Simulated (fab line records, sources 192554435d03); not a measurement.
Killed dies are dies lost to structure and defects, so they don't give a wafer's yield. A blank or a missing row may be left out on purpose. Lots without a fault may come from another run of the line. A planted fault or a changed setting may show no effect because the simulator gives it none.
Split-lot experiment | flow n5_finfet | 7 lots, 21 wafers read, on a route of 1938 steps

THE SPLIT
At N5_BEOL_M4_DEP_57 (deposits SiCN from 3MS/NH3, target thk 8 nm, time 14 s), the setting time_s was moved away from the recipe's 14 s on 6 of the 21 wafers read, by -13.9% to -5.2%. The other wafers ran this setting at the recipe's value.

The reading is taken at the split's own step.

THE READING
SiCN_of_BEOL_M4_DEP_57.thk_nm (the simulator's own value, which no gauge read), in nm, at N5_BEOL_M4_DEP_57 (deposits SiCN from 3MS/NH3, target thk 8 nm, time 14 s). The file gives no usual value for it. The 15 wafers here that ran the recipe average 7.9 nm, standard deviation 0.14 nm.

wafer  | tool, chamber at the split | time_s as run, s | against the recipe | SiCN_of_BEOL_M4_DEP_57.thk_nm, nm | against lot-mates on the recipe
L080.1 | pecvd-02, 2                | 14               | recipe             | 8.2                               | -
L080.2 | pecvd-02, 1,0              | 14               | recipe             | 8                                 | -
L080.5 | pecvd-02, 1,0              | 14               | recipe             | 8                                 | -
L087.1 | pecvd-02, 1,0              | 14               | recipe             | 8                                 | -
L087.2 | pecvd-02, 1,0              | 14               | recipe             | 8                                 | -
L087.4 | pecvd-02, 0                | 13.27            | -5.2%              | 7.6                               | -0.4
L090.1 | pecvd-01, 1,1,0            | 14               | recipe             | 7.8                               | -
L090.5 | pecvd-01, 1,1,0            | 14               | recipe             | 7.8                               | -
L090.6 | pecvd-01, 1,1,0            | 14               | recipe             | 7.8                               | -
L091.1 | pecvd-03, 2                | 14               | recipe             | 7.8                               | -
L091.6 | pecvd-03, 2                | 14               | recipe             | 7.8                               | -
L091.5 | pecvd-03, 0                | 12.06            | -13.9%             | 7                                 | -0.8
L093.1 | pecvd-03, 2,1              | 14               | recipe             | 7.8                               | -
L093.2 | pecvd-03, 2,1              | 14               | recipe             | 7.8                               | -
L093.5 | pecvd-03, 0                | 14               | recipe             | 8                                 | -
L095.1 | pecvd-02, 2                | 13.19            | -5.8%              | 7.8                               | -0.4
L095.3 | pecvd-02, 0                | 13.19            | -5.8%              | 7.4                               | -0.8
L095.6 | pecvd-02, 1                | 14               | recipe             | 8.2                               | -
L096.1 | pecvd-01, 1                | 12.86            | -8.1%              | 7.2                               | -0.6
L096.3 | pecvd-01, 1                | 12.86            | -8.1%              | 7.2                               | -0.6
L096.6 | pecvd-01, 1                | 14               | recipe             | 7.8                               | -
Where a row lists several chambers, the file gives one row for several wafers and doesn't say which wafer went through which chamber.

THE FIT
A straight line over all 21 wafers: SiCN_of_BEOL_M4_DEP_57.thk_nm changes by +0.0714 nm for each +1% of time_s; r = +0.88; the points scatter about the line by 0.15 nm.
The same after taking each lot's own level away (the mean of its wafers on the recipe; 21 wafers): +0.0696 nm for each +1%; r = +0.93; scatter 0.11 nm.
On that fit, the largest move of time_s shifts the reading by 0.96 nm.
The lots' own levels span 7.80 to 8.20 nm, that is 2.8 times the standard deviation above.
So the lot-to-lot level changes the slope little: the two slopes agree.
Check: with one of the wafers moved furthest among these (-13.9%) left out of the fit, the line predicts -1.15 nm for it against its lot-mates. It came out at -0.8 nm against them.

OTHER SPLITS ON THESE WAFERS
These wafers also went through other splits before the reading. Each is held against what the fit with the lots' levels taken away leaves over:
other split on the same wafers    | wafers away from the commonest value | r with SiCN_of_BEOL_M4_DEP_57.thk_nm (lot level and that fit taken away)
N5_BEOL_M1_HM_DEP_02 target_thk_a | 12                                   | -0.01
N5_BEOL_M1_COAT_73 temp_c         | 10                                   | +0.13
N5_BEOL_M2_ILD_DEP_00 time_s      | 5                                    | -0.09
N5_BEOL_M2_EXPOSE_25 dose_mj      | 4                                    | +0.02
N5_BEOL_M2_DESCUM_33 time_s       | 7                                    | -0.42
N5_BEOL_M3_ETCH_70 bias_w         | 10                                   | +0.02

THE FILE'S OWN FIT
SiCN_of_BEOL_M4_DEP_57.thk_nm changes by +0.0675 nm for each +1% of time_s, r = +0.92.
